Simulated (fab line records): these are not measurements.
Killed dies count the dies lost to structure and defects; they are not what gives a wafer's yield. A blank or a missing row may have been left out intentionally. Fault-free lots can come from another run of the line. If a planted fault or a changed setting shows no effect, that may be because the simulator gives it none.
fab line records	flow n5Finfet
record: lots: 5	wafers: 15	lastDay: 17
route steps=1938 shown BEOL_M4@1069 PASSIVATION@1936
lots with no fault: from the same line, run without faults
startH: hours from the record's opening day to when the first of the lot's shown wafers began	waitH: hours since the lot's step before	" same as the row above	L1.1+2: one row covering several wafers at once	- either no value or no given start	* or withheld: withheld	< > ~ a bound
route shown NAME@n: a module of which the file shows steps, and the number in the route of the first	usual: average and standard deviation across the fault-free wafers	same: alike in all rows	chamber/n: place in a boat	sites: each site's reading	_std_site: standard deviation of those values	_edge_site: inner sites' mean taken away from outer sites' mean	radiusMm: for every site, how far away it sits from the centre of the wafer	mask NAME#n: copy n	behind: the most recent tool/chamber to have shaped the wafer	hold: what put the lot on hold/how long, in hours/how the hold closed	device: transistor that didn't switch, given as n, p or np	end of line: the route-end tests of the same wafers	where a step has no rows: the recipe by itself	killed: dies that structure and defects cost at the first sort, which is not the same as the wafer's yield	map: dies across one wafer; x = killed, . = not, _ = none there
set.NAME: the setting the step ran with; set.NAME@STEP: the setting that earlier step ran with	model.NAME: the simulator's own value behind a step, which no gauge read
lots at some steps of the route; a table a step, a row a wafer
services: a tool's chamber out of use, with start hour (startH, from the record's first day; less than 0 if before it), hours out, and reason
== steps ==
step: N5_BEOL_M4_STRIP_36
recipe: chemistry: N2/H2	powerW: 450	tempC: 40	pressureMtorr: 20	rfFrequencyHz: 6e+07	overashFraction: 0.3	biasPowerW: 7	h2Frac: 0.5	n2FlowSccm: 200	h2FlowSccm: 200
step: N5_BEOL_M4_TRENCH_ETCH_37
recipe: chemistry: C4F6/O2	targetDepthA: 555.55	target: SiOC	timeS: 29.2	ionEnergyEv: 250	pressureMtorr: 30	sourceW: 355	biasW: 185	Ar_flow_sccm: 300	C4F6_flow_sccm: 10	O2_flow_sccm: 10
step: N5_BEOL_M4_ETCH_41
recipe: chemistry: CH3F/O2	target: SiCN	targetDepthA: 299	taperDeg: 2	timeS: 52.5	ionEnergyEv: 120	maskMaterial: TiN	pressureMtorr: 30	sourceW: 395	biasW: 75	Ar_flow_sccm: 150	CH3F_flow_sccm: 30	O2_flow_sccm: 20
step: N5_BEOL_M4_STRIP_97
recipe: chemistry: N2/H2	timeS: 10	powerW: 450	tempC: 40	pressureMtorr: 20	rfFrequencyHz: 6e+07	biasPowerW: 7	n2FlowSccm: 200	h2FlowSccm: 200
usual: chamberPressureMTorr: 20.000/0.018	drypumpMotorCurrentA: 5.9/0.37	oesProductAu: 0.79/0.087	rfVppV: 59.1/0.81	showerheadPlenumPTorr: 2.52/0.088	throttleValvePct: 23.63/0.24
lot.wafer	tool	chamber	startH	waitH	chamberPressureMTorr	drypumpMotorCurrentA	oesProductAu	rfHoursCounterH	rfVppV	showerheadPlenumPTorr	throttleValvePct
L991.2	rieDiel-04	2	-	-	20.005	6.1	0.71	222	59.7	2.51	23.91
L991.3	"	3	"	"	20.008	5.1	0.90	28	60.0	2.60	24.09
L991.5	"	1	"	"	19.978	6.3	0.82	-	58.5	2.46	23.09
L995.2	rieDiel-04	2	-	-	20.030	6.1	0.72	233	59.0	2.51	23.93
L995.3	"	0	"	"	19.974	5.8	0.93	16	60.0	2.70	23.38
L995.5	"	3	"	"	19.970	5.1	0.88	-	59.2	2.60	24.10
L102.1	rieDiel-03	0	-	-	20.006	6.0	0.73	150	60.2	2.43	23.40
L102.2	"	1	"	"	19.956	6.6	0.70	249	57.4	2.49	23.85
L102.4	"	3	"	"	20.016	5.9	0.69	209	58.0	2.40	23.85
L108.1	rieDiel-03	1	-	-	20.023	6.6	1.02	3	58.7	2.48	23.50
L108.5	"	1	"	"	19.993	6.6	1.01	-	59.8	2.48	23.50
L108.6	"	0	"	"	20.017	6.0	0.73	-	59.5	2.43	23.42
L110.2	rieDiel-03	2	-	-	20.014	5.7	0.76	168	58.8	2.54	23.61
L110.5	"	3	"	"	20.015	5.9	0.68	-	58.2	2.39	23.88
L110.6	"	2	"	"	19.997	5.7	0.75	-	59.0	2.54	23.61
step: N5_BEOL_M4_OCD_MEAS_38
usual: trenchDepthNm: 55.2/0.87
lot.wafer	tool	chamber	startH	waitH	trenchDepthNm
L991.2	ocd-02	-	172.97	-	55.1
L991.3	"	-	"	"	56.5
L991.5	"	-	"	"	55.0
L995.2	ocd-01	-	204.90	-	55.3
L995.3	"	-	"	"	56.3
L995.5	"	-	"	"	55.9
L102.1	ocd-02	-	246.28	-	54.9
L102.2	"	-	"	"	55.1
L102.4	"	-	"	"	54.3
L108.1	ocd-02	-	276.78	-	56.0
L108.5	"	-	"	"	55.5
L108.6	"	-	"	"	54.7
L110.2	ocd-01	-	286.39	-	56.3
L110.5	"	-	"	"	54.9
L110.6	"	-	"	"	56.1
step: N5_BEOL_M4_HM_STRIP_39
recipe: chemistry: peroxideTinStrip	material: TiN	targetDepthA: 250	tempC: 50	timeS: 158
step: N5_BEOL_M4_SRD_40
recipe: timeS: 30	tempC: 23	rinseLiquid: diw	dry: ipaMarangoni
step: N5_BEOL_M4_PRECLEAN_42
recipe: chemistry: residueRemover	timeS: 60	tempC: 40
step: N5_BEOL_M4_SRD_43
recipe: timeS: 30	tempC: 23	rinseLiquid: diw	dry: ipaMarangoni
step: N5_BEOL_M4_CD_MEAS_35
recipe: targetCdNm: 18	targetCdYNm: 22.4	polarity: opening
usual: cdNm: 18.1/0.34
lot.wafer	tool	chamber	startH	waitH	cdNm
L991.2	cdSem-01	-	173.13	0.0	17.4
L991.3	"	-	"	"	17.9
L991.5	"	-	"	"	17.3
L995.2	cdSem-03	-	205.05	0.0	18.5
L995.3	"	-	"	"	18.2
L995.5	"	-	"	"	17.8
L102.1	cdSem-02	-	246.43	0.0	18.3
L102.2	"	-	"	"	17.6
L102.4	"	-	"	"	17.7
L108.1	cdSem-03	-	276.94	0.0	18.1
L108.5	"	-	"	"	17.8
L108.6	"	-	"	"	17.8
L110.2	cdSem-02	-	286.54	0.0	18.0
L110.5	"	-	"	"	18.1
L110.6	"	-	"	"	18.5
step: N5_BEOL_M4_DEGAS_44
recipe: ambient: vacuum	tempC: 250	timeS: 60
step: N5_BEOL_M4_PRE_CLEAN_45
recipe: gas: H2/He	timeS: 30	tempC: 250
step: N5_BEOL_M4_ALD_84
recipe: material: TaN	targetThkA: *	tempC: 275	aldPrecursorFamily: PDMAT	aldCoReactant: NH3	pressureTorr: 3	carrierFlowSccm: 1500	pulseTimeS: 2	purgeTimeS: 3	coReactantPurgeTimeS: 2	coReactantPulseTimeS: 3	aldCycles: 30	precursorVesselTempC: 75	precursorVesselPressureTorr: 26.25	precursorVesselCarrierSccm: 1000
usual: aldCycles: 30/0	chamberPressureTorr: 3.000/0.0062	heaterPowerW: 414/45
lot.wafer	tool	chamber	startH	waitH	aldCycles	chamberPressureTorr	heaterPowerW	model.TaN_of_BEOL_M4_ALD_84.thkNm
L991.2	aldMetal-02	3	173.70	0.0	30	3.004	457	*
L991.3	"	2	"	"	30	3.004	351	*
L991.5	"	2	"	"	30	2.997	357	*
L995.2	aldMetal-03	2	205.63	0.1	30	2.996	365	*
L995.3	"	0	"	"	30	2.997	495	*
L995.5	"	0	"	"	30	2.992	477	*
L102.1	aldMetal-02	1	246.73	0.0	30	2.995	428	*
L102.2	"	3	"	"	48	3.001	455	*
L102.4	"	2	"	"	30	2.991	369	*
L108.1	aldMetal-03	3	277.50	0.0	30	2.995	428	*
L108.5	"	1	"	"	30	2.995	460	*
L108.6	"	2	"	"	30	2.995	372	*
L110.2	aldMetal-01	2	287.06	0.2	30	3.001	458	*
L110.5	"	3	"	"	30	2.994	411	*
L110.6	"	0	"	"	30	3.007	366	*
step: N5_BEOL_M4_SURFACE_TREAT_85
recipe: gas: Ar	timeS: *	ionEnergyEv: *	ionCurrentMaCm2: 0.5	pressureMtorr: *	arFlowSccm: 30
step: N5_BEOL_M4_CVD_47
recipe: material: Co	targetThkA: 30	tempC: withheld	precursor: CCTBA/H2	pressureTorr: 30	timeS: 223.8
step: N5_BEOL_M4_SPUTTER_48
recipe: material: Cu	targetThkA: 45	tempC: -20	chamberPressurePa: 0.07	powerW: withheld	timeS: 8.29
step: N5_BEOL_M4_ANNEAL_49
recipe: tempC: 400	timeS: 240	ambient: vacuum
step: N5_BEOL_M4_SPUTTER_79
recipe: material: Cu	targetThkA: 45	tempC: -20	chamberPressurePa: 0.07	powerW: withheld	timeS: 8.29
usual: throttleValvePct: 30.0/1.2
lot.wafer	tool	chamber	startH	waitH	throttleValvePct
L991.2	pvdSputter-02	-	176.45	0.1	29.4
L991.3	"	-	"	"	27.3
L991.5	"	-	"	"	27.4
L995.2	pvdSputter-03	-	206.52	0.1	31.2
L995.3	"	-	"	"	30.4
L995.5	"	-	"	"	30.3
L102.1	pvdSputter-03	-	248.05	0.1	31.5
L102.2	"	-	"	"	30.5
L102.4	"	-	"	"	30.0
L108.1	pvdSputter-02	-	278.30	0.1	27.2
L108.5	"	-	"	"	28.9
L108.6	"	-	"	"	31.2
L110.2	pvdSputter-02	-	289.64	0.1	30.9
L110.5	"	-	"	"	27.4
L110.6	"	-	"	"	31.4
step: N5_BEOL_M4_ANNEAL_80
recipe: tempC: 400	timeS: 240	ambient: vacuum
usual: heaterPowerW: 845/88
lot.wafer	tool	chamber	startH	waitH	heaterPowerW
L991.2	pvdSputter-02	-	176.54	0.0	825
L991.3	"	-	"	"	1012
L991.5	"	-	"	"	1021
L995.2	pvdSputter-03	-	206.60	0.0	853
L995.3	"	-	"	"	844
L995.5	"	-	"	"	854
L102.1	pvdSputter-03	-	248.13	0.0	854
L102.2	"	-	"	"	840
L102.4	"	-	"	"	824
L108.1	pvdSputter-02	-	278.38	0.0	1033
L108.5	"	-	"	"	851
L108.6	"	-	"	"	938
L110.2	pvdSputter-02	-	289.72	0.0	676
L110.5	"	-	"	"	1008
L110.6	"	-	"	"	951
step: N5_BEOL_M4_SPUTTER_81
recipe: material: Cu	targetThkA: 45	tempC: -20	chamberPressurePa: 0.07	powerW: withheld	timeS: 8.29
step: N5_BEOL_M4_ANNEAL_82
recipe: tempC: 400	timeS: 240	ambient: vacuum
step: N5_BEOL_M4_SPUTTER_86
recipe: material: Cu	targetThkA: 45	tempC: -20	chamberPressurePa: 0.07	powerW: withheld	timeS: 8.29
step: N5_BEOL_M4_ANNEAL_87
recipe: tempC: 400	timeS: 240	ambient: vacuum
step: N5_BEOL_M4_SPUTTER_88
recipe: material: Cu	targetThkA: 45	tempC: -20	chamberPressurePa: 0.07	powerW: withheld	timeS: 8.29
step: N5_BEOL_M4_ANNEAL_89
recipe: tempC: 400	timeS: 240	ambient: vacuum
usual: heaterPowerW: 844/88
lot.wafer	tool	chamber	startH	waitH	heaterPowerW
L991.2	pvdSputter-02	-	177.28	0.0	831
L991.3	"	-	"	"	1025
L991.5	"	-	"	"	1016
L995.2	pvdSputter-03	-	207.26	0.0	826
L995.3	"	-	"	"	834
L995.5	"	-	"	"	844
L102.1	pvdSputter-03	-	248.79	0.0	842
L102.2	"	-	"	"	844
L102.4	"	-	"	"	821
L108.1	pvdSputter-02	-	279.04	0.0	1007
L108.5	"	-	"	"	851
L108.6	"	-	"	"	942
L110.2	pvdSputter-02	-	290.38	0.0	671
L110.5	"	-	"	"	1017
L110.6	"	-	"	"	976
step: N5_BEOL_M4_SPUTTER_90
recipe: material: Cu	targetThkA: 45	tempC: -20	chamberPressurePa: 0.07	powerW: withheld	timeS: 8.29
step: N5_BEOL_M4_ANNEAL_91
recipe: tempC: 400	timeS: 240	ambient: vacuum
step: N5_BEOL_M4_SPUTTER_92
recipe: material: Cu	targetThkA: 45	tempC: -20	chamberPressurePa: 0.07	powerW: withheld	timeS: 8.29
step: N5_BEOL_M4_ANNEAL_93
recipe: tempC: 400	timeS: 240	ambient: vacuum
step: N5_BEOL_M4_SPUTTER_94
recipe: material: Cu	targetThkA: 45	tempC: -20	chamberPressurePa: 0.07	powerW: withheld	timeS: 8.29
step: N5_BEOL_M4_ANNEAL_95
recipe: tempC: 400	timeS: 240	ambient: vacuum
step: N5_BEOL_M4_SPUTTER_96
recipe: material: Cu	targetThkA: 45	tempC: -20	chamberPressurePa: 0.07	powerW: withheld	timeS: 8.29
step: N5_BEOL_M4_ECD_50
recipe: material: Cu	targetThkA: 3000
step: N5_BEOL_M4_ANNEAL_51
recipe: tempC: 225	timeS: 90	ambient: N2
step: N5_BEOL_M4_CMP_52
recipe: stopOn: SiOC	tOverpolishS: 6.8	downForcePsi: 1	platenRpm: 50	clearingPlatenDownForcePsi: 1.5	clearingPlatenRpm: 50	postCmpClean: cuAlkaline	targetThkNm: 40	clearingPlatenPadVelocityMS: 0.99484	padVelocityMS: 0.99484
step: N5_BEOL_M4_THK_MEAS_53
recipe: thkMeasGauge: xrf	reads: Cu_of_BEOL_M4_ECD_50
usual: M4_THK: 39.2/1.2
lot.wafer	tool	chamber	startH	waitH	M4_THK[nm]
L991.2	filmMetro-02	-	179.00	-	38.2
L991.3	"	-	"	"	40.3
L991.5	"	-	"	"	39.6
L995.2	filmMetro-01	-	208.95	-	39.3
L995.3	"	-	"	"	39.0
L995.5	"	-	"	"	39.3
L102.1	filmMetro-01	-	250.39	-	40.3
L102.2	"	-	"	"	38.1
L102.4	"	-	"	"	38.4
L108.1	filmMetro-02	-	280.62	-	40.9
L108.5	"	-	"	"	38.8
L108.6	"	-	"	"	39.8
L110.2	filmMetro-01	-	291.97	-	39.9
L110.5	"	-	"	"	37.0
L110.6	"	-	"	"	37.1
step: N5_BEOL_M4_PRE_CLEAN_60
recipe: gas: NH3/H2	timeS: 15	tempC: *	rfPowerW: 300
step: N5_BEOL_M4_CO_CAP_55
recipe: material: Co	targetThkA: 20	tempC: 200	precursor: CCTBA/H2	pressureTorr: 30	timeS: 102.1
usual: chamberPressureTorr: 30.00/0.07	heaterPowerW: 245/16
lot.wafer	tool	chamber	startH	waitH	chamberPressureTorr	heaterPowerW
L991.2	cvdCo-01	2	179.07	0.0	29.88	224
L991.3	"	1	"	"	29.92	236
L991.5	"	1	"	"	29.80	252
L995.2	cvdCo-02	1	209.02	0.0	29.97	237
L995.3	"	0	"	"	29.90	248
L995.5	"	2	"	"	30.02	280
L102.1	cvdCo-02	1	250.47	0.0	30.05	246
L102.2	"	2	"	"	29.96	282
L102.4	"	2	"	"	30.02	280
L108.1	cvdCo-01	0	280.72	0.0	30.08	231
L108.5	"	1	"	"	29.98	243
L108.6	"	0	"	"	29.87	232
L110.2	cvdCo-01	1	292.07	0.0	30.05	246
L110.5	"	0	"	"	30.01	237
L110.6	"	1	"	"	30.00	246
step: N5_BEOL_M4_PRE_CLEAN_56
recipe: gas: NH3	timeS: 15	tempC: withheld	rfPowerW: 300
step: N5_BEOL_M4_DEP_57
recipe: material: SiCN	targetThkA: 80	tempC: withheld	precursor: 3MS/NH3	pressureTorr: 3	rfW: 202	timeS: 14
step: N5_BEOL_M4_RS_MEAS_58
recipe: thkMeasGauge: four-point-probe	reads: Co_of_BEOL_M4_CO_CAP_55+Cu_of_BEOL_M4_ECD_50+Co_of_BEOL_M4_CVD_47+TaN_of_BEOL_M4_ALD_84
usual: M4_RS: 0.681/0.025
lot.wafer	tool	chamber	startH	waitH	M4_RS[ohm/sq]
L991.2	filmMetro-01	-	179.26	0.1	0.699
L991.3	"	-	"	"	0.653
L991.5	"	-	"	"	0.669
L995.2	filmMetro-01	-	209.21	0.1	0.673
L995.3	"	-	"	"	0.680
L995.5	"	-	"	"	0.675
L102.1	filmMetro-01	-	250.65	0.0	0.654
L102.2	"	-	"	"	0.703
L102.4	"	-	"	"	0.696
L108.1	filmMetro-01	-	280.97	0.1	0.648
L108.5	"	-	"	"	0.691
L108.6	"	-	"	"	0.671
L110.2	filmMetro-01	-	292.29	0.1	0.663
L110.5	"	-	"	"	0.736
L110.6	"	-	"	"	0.732
step: N5_BEOL_M4_INSPECT_59
recipe: inspectInstrument: darkfield	mode: postDep
usual: rawDefectCount: 72/23
lot.wafer	tool	chamber	startH	waitH	rawDefectCount
L991.2	defectInspect-02	-	179.28	0.0	67
L991.3	"	-	"	"	49
L991.5	"	-	"	"	59
L995.2	defectInspect-01	-	209.23	0.0	68
L995.3	"	-	"	"	33
L995.5	"	-	"	"	68
L102.1	defectInspect-01	-	250.67	0.0	116
L102.2	"	-	"	"	96
L102.4	"	-	"	"	75
L108.1	defectInspect-02	-	280.99	0.0	79
L108.5	"	-	"	"	59
L108.6	"	-	"	"	39
L110.2	defectInspect-02	-	292.31	0.0	74
L110.5	"	-	"	"	61
L110.6	"	-	"	"	62
step: N5_BEOL_M4_RC_MEAS_101
usual: CHAIN_V3: 234/8.4	CHAIN_V3_max_site: 243/9.1	DIBL_N: 37.2/1.9	DIBL_P: 37.3/2.2	IOFF_N: 0.18/0.038	IOFF_P: 0.22/0.039	ION_N: 678/11	ION_P: 462/6.9	SERP_M4: 200/15	SERP_M4_max_site: 215/17	SS_N: 71.8/0.68	SS_P: 73.5/0.65	VT_N: 249/3.4	VT_P: -250/3.2
lot.wafer	tool	chamber	startH	waitH	CHAIN_V3[ohm/link]	CHAIN_V3_max_site[ohm/link]	DIBL_N[mV/V]	DIBL_P[mV/V]	IOFF_N[nA/um]	IOFF_P[nA/um]	ION_N[uA/um]	ION_P[uA/um]	SERP_M4[ohm/um]	SERP_M4_max_site[ohm/um]	SS_N[mV/dec]	SS_P[mV/dec]	VT_N[mV]	VT_P[mV]
L991.2	prober-02	0	179.46	0.2	236	247	35.8	36.6	0.16	0.17	678	458	209	220	71.4	73.2	252	-253
L991.3	"	0	"	"	224	228	38.1	40.2	0.20	0.23	676	460	185	190	72.0	74.2	247	-248
L991.5	"	0	"	"	236	239	37.9	37.7	0.19	0.20	681	451	203	213	72.6	74.3	250	-252
L995.2	prober-01	0	209.41	0.2	230	234	37.5	38.1	0.18	0.22	669	457	178	184	72.6	73.6	249	-250
L995.3	"	0	"	"	218	224	34.9	35.6	0.14	0.18	665	453	181	195	71.4	72.3	253	-252
L995.5	"	0	"	"	232	240	37.7	39.5	0.21	0.25	678	469	194	222	72.2	74.3	248	-247
L102.1	prober-01	0	250.70	0.0	242	254	37.9	38.5	0.19	0.20	688	465	196	205	71.3	74.1	248	-255
L102.2	"	0	"	"	369	381	35.7	36.0	0.16	0.17	679	452	267	290	71.2	73.9	250	-256
L102.4	"	0	"	"	245	255	37.8	38.4	0.19	0.20	690	457	215	228	71.8	73.2	249	-256
L108.1	prober-01	0	281.02	0.0	245	258	37.2	37.1	0.17	0.23	662	459	206	227	71.5	74.0	247	-250
L108.5	"	0	"	"	231	241	40.0	39.2	0.23	0.26	681	461	205	212	72.8	73.7	246	-248
L108.6	"	0	"	"	242	247	36.2	35.7	0.16	0.20	678	466	214	223	71.5	73.1	248	-247
L110.2	prober-02	0	292.70	0.4	223	238	37.0	36.1	0.20	0.24	684	464	181	197	71.5	73.5	245	-246
L110.5	"	0	"	"	242	256	39.4	39.7	0.25	0.32	688	471	215	243	72.3	74.0	243	-245
L110.6	"	0	"	"	224	227	35.8	33.6	0.16	0.20	689	469	196	210	71.1	72.8	248	-249
sites CHAIN_V3 radiusMm=0,75,75,75,75,140,140,140,140
L991.2 241 237 247 234 234 243 233 236 231
L995.2 223 230 229 231 229 227 234 231 231
L102.1 235 243 242 239 242 238 241 254 249
L108.1 252 248 258 248 245 239 233 231 226
L110.2 216 216 221 223 218 230 238 231 238
sites SERP_M4 radiusMm=0,75,75,75,75,140,140,140,140
L991.2 210 209 220 208 205 214 204 212 197
L995.2 167 178 181 174 174 177 184 183 180
L102.1 200 200 205 194 195 187 189 196 197
L108.1 227 212 216 206 213 190 177 178 181
L110.2 184 177 181 181 179 185 192 178 197
step: N5_PASSIVATION_PROBE_49
usual: defectLimitedYield: 91.2/1.6	killed_at_M0_to_M3: 31/10	killed_at_M4_up: 14/4.4	killedAtContacts: 13/6	killedAtFrontEnd: 43/13	killedAtOther: 3.5/2.6	killedDies: 104/18	killedOpen: 68/14	killedShort: 34/8.1	sort_bin_5_function: 5.1/1.1	sort_bin_6_memory: 3.3/0.68	sort_bin_8_speed: 0.00/0.0071	sortNPass: 1076/18
same: grossDies: 1180	killedAtBackSide: 0	sort_bin_4_leakage[%]: 0
lot.wafer	tool	chamber	startH	waitH	defectLimitedYield[%]	killed_at_M0_to_M3	killed_at_M4_up	killedAtContacts	killedAtFrontEnd	killedAtOther	killedDies	killedOpen	killedShort	sort_bin_5_function[%]	sort_bin_6_memory[%]	sort_bin_8_speed[%]	sortNPass
L991.2	prober-02	-	284.54	0.1	90.8	40	18	6	39	5	108	78	29	5.6	3.3	0	1072
L991.3	prober-02	-	284.59	0.1	88.0	61	16	13	46	6	142	89	46	6.4	3.8	0	1038
L991.5	prober-02	-	284.69	0.2	91.3	47	14	13	27	2	103	69	28	5.1	2.9	0	1077
L995.2	prober-01	-	312.02	0.1	89.7	13	12	30	56	11	122	75	46	5.9	3.8	0	1058
L995.3	prober-01	-	312.07	0.1	89.3	31	13	25	52	5	126	91	35	6.1	4.5	0	1054
L995.5	prober-01	-	312.17	0.2	92.2	22	8	14	46	2	92	66	24	4.8	2.9	0	1088
L102.1	prober-02	-	351.25	0.0	92.2	28	10	20	33	1	92	50	39	4.5	2.6	0	1088
L102.2	prober-02	-	351.30	0.1	90.8	40	16	16	30	7	109	73	24	4.6	3.1	0.17	1071
L102.4	prober-02	-	351.40	0.2	91.4	23	19	27	26	6	101	72	28	5.6	2.8	0	1079
L108.1	prober-02	-	394.70	0.0	91.0	36	17	19	34	0	106	66	38	6.1	2.7	0	1074
L108.5	prober-02	-	394.90	0.2	88.8	46	16	11	55	4	132	77	55	7.7	3.4	0	1048
L108.6	prober-02	-	394.95	0.3	92.1	43	14	5	29	2	93	56	32	4.0	3.0	0	1087
L110.2	prober-01	-	406.24	0.6	90.6	33	12	12	47	7	111	78	32	6.0	3.2	0	1069
L110.5	prober-01	-	406.39	0.7	93.1	16	24	7	33	2	82	57	24	3.6	3.1	0	1098
L110.6	prober-01	-	406.44	0.8	92.0	34	9	18	30	3	94	67	26	5.3	2.4	0	1086
killed by level:class
L991.2 FIN_SAQP:geometricParticle:open=18 BEOL_M4:geometricParticle:open=11 BEOL_M0_SAQP:geometricParticle:short=8 BEOL_M0_SAQP:geometricParticle:open=7 BEOL_M3:geometricParticle:open=7 BEOL_M2:geometricParticle:open=5 MOL_CONTACT_COAG:geometricParticle:open=5 FIN_SAQP:geometricParticle:short=4
L991.3 BEOL_M0_SAQP:geometricParticle:short=14 BEOL_M0_SAQP:geometricParticle:open=12 BEOL_M3:geometricParticle:open=11 MOL_CONTACT_COAG:geometricParticle:open=11 BEOL_M1:geometricParticle:open=9 FIN_SAQP:geometricParticle:open=8 STI_FIN_REVEAL:geometricParticle:open=8 BEOL_M0:geometricParticle:open=8
L991.5 MOL_CONTACT_COAG:geometricParticle:open=10 BEOL_M3:geometricParticle:open=10 FIN_SAQP:geometricParticle:open=8 BEOL_M0_SAQP:geometricParticle:open=8 BEOL_M1:geometricParticle:open=8 BEOL_M3:geometricParticle:short=5 HKMG_FIN:areaEtch=5 BEOL_M0_SAQP:geometricParticle:short=4
L995.2 MOL_CONTACT_COAG:geometricParticle:open=24 FIN_SAQP:geometricParticle:short=18 FIN_SAQP:geometricParticle:open=15 MOL_CONTACT_COAG:geometricParticle:short=6 STI_FIN_REVEAL:geometricParticle:open=5 BEOL_M4:geometricParticle:open=5 BEOL_M3:geometricParticle:open=4 STARTING-WAFER:geometricParticle:short=4
L995.3 MOL_CONTACT_COAG:geometricParticle:open=20 STI_FIN_REVEAL:geometricParticle:open=19 FIN_SAQP:geometricParticle:open=7 FIN_SAQP:geometricParticle:short=7 BEOL_M0_SAQP:geometricParticle:open=6 MOL_CONTACT_COAG:geometricParticle:short=5 BEOL_M1:geometricParticle:open=5 BEOL_M3:geometricParticle:open=5
L995.5 STI_FIN_REVEAL:geometricParticle:open=22 MOL_CONTACT_COAG:geometricParticle:open=12 FIN_SAQP:geometricParticle:open=5 BEOL_M1:geometricParticle:open=5 BEOL_M0_SAQP:geometricParticle:open=4 STARTING-WAFER:geometricParticle:open=4 FIN_SAQP:geometricParticle:short=3 GATE_CUT:geometricParticle:short=3
L102.1 MOL_CONTACT_COAG:geometricParticle:open=15 BEOL_M0_SAQP:geometricParticle:open=9 BEOL_M0_SAQP:geometricParticle:short=8 MOL_CONTACT_COAG:geometricParticle:short=5 STI_FIN_REVEAL:geometricParticle:open=5 FIN_SAQP:geometricParticle:short=4 BEOL_M4:geometricParticle:open=4 STARTING-WAFER:geometricParticle:short=4
L102.2 MOL_CONTACT_COAG:geometricParticle:open=15 BEOL_M0_SAQP:geometricParticle:short=12 HKMG_FIN:areaEtch=10 BEOL_M0_SAQP:geometricParticle:open=9 BEOL_M2:geometricParticle:open=7 BEOL_M1:geometricParticle:open=6 BEOL_M4:geometricParticle:open=6 DUMMY_GATE:geometricParticle:open=5
L102.4 MOL_CONTACT_COAG:geometricParticle:open=19 BEOL_M4:geometricParticle:open=12 MOL_CONTACT_COAG:geometricParticle:short=8 STARTING-WAFER:geometricParticle:open=7 FIN_SAQP:geometricParticle:open=6 BEOL_M1:geometricParticle:open=6 DUMMY_GATE:geometricParticle:open=5 BEOL_M0_SAQP:geometricParticle:short=5
L108.1 MOL_CONTACT_COAG:geometricParticle:open=14 BEOL_M0_SAQP:geometricParticle:short=13 BEOL_M4:geometricParticle:open=9 GATE_CUT:geometricParticle:short=6 BEOL_M0_SAQP:geometricParticle:open=6 BEOL_M2:geometricParticle:open=6 DUMMY_GATE:geometricParticle:open=5 GATE_CUT:geometricParticle:open=5
L108.5 FIN_SAQP:geometricParticle:short=18 FIN_SAQP:geometricParticle:open=12 BEOL_M0_SAQP:geometricParticle:open=11 GATE_CUT:geometricParticle:short=9 BEOL_M3:geometricParticle:open=9 BEOL_M4:geometricParticle:open=8 BEOL_M0_SAQP:geometricParticle:short=7 BEOL_M2:geometricParticle:open=6
L108.6 BEOL_M0_SAQP:geometricParticle:short=14 BEOL_M2:geometricParticle:open=10 BEOL_M4:geometricParticle:open=8 BEOL_M0_SAQP:geometricParticle:open=7 STI_FIN_REVEAL:geometricParticle:open=5 HKMG_FIN:areaEtch=5 DUMMY_GATE:geometricParticle:open=4 GATE_CUT:geometricParticle:short=4
L110.2 FIN_SAQP:geometricParticle:open=16 MOL_CONTACT_COAG:geometricParticle:open=10 BEOL_M1:geometricParticle:open=8 BEOL_M4:geometricParticle:open=8 BEOL_M0_SAQP:geometricParticle:open=7 BEOL_M0_SAQP:geometricParticle:short=6 FIN_SAQP:geometricParticle:short=5 STI_FIN_REVEAL:geometricParticle:open=5
L110.5 BEOL_M4:geometricParticle:open=9 FIN_SAQP:geometricParticle:open=7 MOL_CONTACT_COAG:geometricParticle:open=7 FIN_SAQP:geometricParticle:short=5 BEOL_M5:geometricParticle:open=5 BEOL_M8:geometricParticle:open=5 STI_FIN_REVEAL:geometricParticle:open=4 DUMMY_GATE:geometricParticle:open=4
L110.6 MOL_CONTACT_COAG:geometricParticle:open=16 BEOL_M0_SAQP:geometricParticle:open=9 BEOL_M1:geometricParticle:open=9 FIN_SAQP:geometricParticle:open=8 BEOL_M0_SAQP:geometricParticle:short=8 BEOL_M2:geometricParticle:open=7 FIN_SAQP:geometricParticle:short=5 STI_FIN_REVEAL:geometricParticle:open=5
== services ==
tool	chamber	startH	hours	kind
pvdSputter-02	-	156.98	2.5	repair
aldMetal-03	-	176.34	0.6	repair
cvdCo-01	2	188.77	197.0	repair
aldMetal-03	-	193.87	0.8	repair
cvdCo-02	-	212.38	6.0	pm
aldMetal-03	3	217.44	6.0	repair
rieDiel-04	3	229.55	4.3	repair
aldMetal-01	-	232.15	4.6	repair
cvdCo-01	0	242.33	9.0	repair
rieDiel-03	1	249.80	-	clean
rieDiel-03	1	249.80	-	consumableReplace:focusRing
rieDiel-03	1	249.80	19.8	scheduledDown
rieDiel-03	1	249.80	19.8	ventCycle
aldMetal-01	2	251.76	6.0	repair
aldMetal-03	3	252.84	10.5	repair
rieDiel-04	2	266.04	-	clean
rieDiel-04	2	266.04	-	consumableReplace:focusRing
rieDiel-04	2	266.04	20.8	scheduledDown
rieDiel-04	2	266.04	20.8	ventCycle
cvdCo-02	-	266.63	6.9	pm
rieDiel-03	2	280.67	4.3	repair
aldMetal-03	-	285.15	2.8	pm
== key ==
firstSign: step: N5_BEOL_M4_ALD_84	reading: aldCycles	direction: up	sigmas: 99+	usual: *	struck: *
effect: step: N5_BEOL_M4_RC_MEAS_101	reading: CHAIN_V3	direction: up	sigmas: 16	usual: 234	struck: 369
effect: step: N5_BEOL_M4_RC_MEAS_101	reading: SERP_M4	direction: up	sigmas: 4.5	usual: 200	struck: 267
effect: step: N5_BEOL_M4_RC_MEAS_101	reading: CHAIN_V3_max_site	direction: up	sigmas: 15	usual: 243	struck: 381
effect: step: N5_BEOL_M4_RC_MEAS_101	reading: SERP_M4_max_site	direction: up	sigmas: 4.4	usual: 215	struck: 290
modelEffect: step: N5_BEOL_M4_ALD_84	value: TaN_of_BEOL_M4_ALD_84.thkNm	without: *	struck: *
metAt N5_BEOL_M4_ALD_84
struckWafers L102.2
baselineLoss: step: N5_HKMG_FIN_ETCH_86	wafers: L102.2
onsetBetween 173.70 246.73
fault: kind: processParameterDrift	tool: aldMetal-02	chamber: -	onsetH: 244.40	steps: N5_BEOL_M4_ALD_84	channel: aldCycles	offset: *	shape: step	endH: 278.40	scope: struckWafersOnly	actsIn: *	stated: *
baselineLoss: these wafers lose ten dies or more at that step, a loss of the line's own and not of a fault; the sort's usual values leave them out
